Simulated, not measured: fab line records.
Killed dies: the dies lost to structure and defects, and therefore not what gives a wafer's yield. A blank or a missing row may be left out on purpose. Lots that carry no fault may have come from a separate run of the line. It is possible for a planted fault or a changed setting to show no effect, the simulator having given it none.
8D (eight disciplines) problem report, filled in by code :: flow nandHarc :: the parts of the form that need people (team, actions taken, sign-off) are left out

## 1. WHAT IS WRONG
Wafers without a fault read 6.1, standard deviation 2.8; rawDefectCount at NHARC_P_STI_INSPECT_11 reads a mean of 310.7 on 6 wafers belonging to 2 lots. So: +99 or more standard deviations from the usual mean.
First observed at day 6 14:11: wafer L877.3, on defectInspect-02. Wafers with a number at this step in the record: 36, from 12 lots. The rule behind "out" and "out of limits": a value lying over 4 standard deviations away from the usual mean. All remaining wafers that have a number are taken as sound.

## 2. WHAT IT IS, WHAT IT ISN'T
question: which readings at this step
is: rawDefectCount
is not: -

question: which lots
is: L877, L878
is not: L861, L862, L866, L867, L869, L870, L872, L874, L875, L876

question: which wafers of those lots
is: all that have a number
is not: -

question: read on which gauges
is: defectInspect-02
is not: defectInspect-01

question: when
is: from day 6 14:11
is not: up to then (30 sound wafers)

## 3. WHAT RULES OUT EACH SUSPECT
Counting: a tool at any process step up to the reading remains a suspect when it ran all the lots that are out and ran no sound lot after the first of those.
- the gauge at NHARC_P_STI_INSPECT_11 is ruled out. All the wafers that are out were read on defectInspect-02, but those of them that NHARC_END_SORT_01 has rows for are out there too, on other tools.
- lpcvd-01 at NHARC_P_STI_HM_DEP_30 (deposits Si3N4, target thk 80 nm, time 873 s): kept. It ran every lot that is out, first L877 (day 6 10:05), and no sound lot after that; its last sound lot up to then is L875 (day 5 18:51).
Remaining after the count: lpcvd-01 at NHARC_P_STI_HM_DEP_30.

## 4. THE CAUSE (what the simulator had put in)
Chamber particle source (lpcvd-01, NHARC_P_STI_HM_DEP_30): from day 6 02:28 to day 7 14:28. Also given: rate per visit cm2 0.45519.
This tool alone remained once counting was done.

## 5. SEQUENCE OF EFFECTS, ordered by route
Each row: a reading where the mean over the struck wafers with a number is more than 3 standard deviations away from the usual. Only readings for which the record gives a usual standard deviation are gone through. hours: the time from each lot's start at the first step in this table that gives one to its start at this step, as a median over the lots. sigmas: the change in usual standard deviations.
hours: 0
step: NHARC_P_STI_INSPECT_11
reading: rawDefectCount
usual: 6.1
on struck wafers: 310.7
change: +304.6
sigmas: +99 or more

hours: 410
step: NHARC_END_SORT_01
reading: killedAtPeriphery
usual: 3.9
on struck wafers: 76.0
change: +72.1
sigmas: +28

hours: 410
step: NHARC_END_SORT_01
reading: killedDies
usual: 31
on struck wafers: 100
change: +69
sigmas: +7.1

## 6. HOW IT WOULD HAVE BEEN CAUGHT EARLIER
12 hours passed between the start of the fault at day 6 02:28 and the first reading out of limits at a measuring or inspecting step in this record, taken at day 6 14:11.
An alarm limit of 4 standard deviations would not have fired on the tool readings at NHARC_P_STI_HM_DEP_30 for which the record gives a usual standard deviation, since none of them was out on any struck wafer.
By day 6 14:11 the whole set of lots that are out, 2 in number, had already begun NHARC_P_STI_HM_DEP_30 on lpcvd-01. Holding the tool at that point would not have protected any of them.
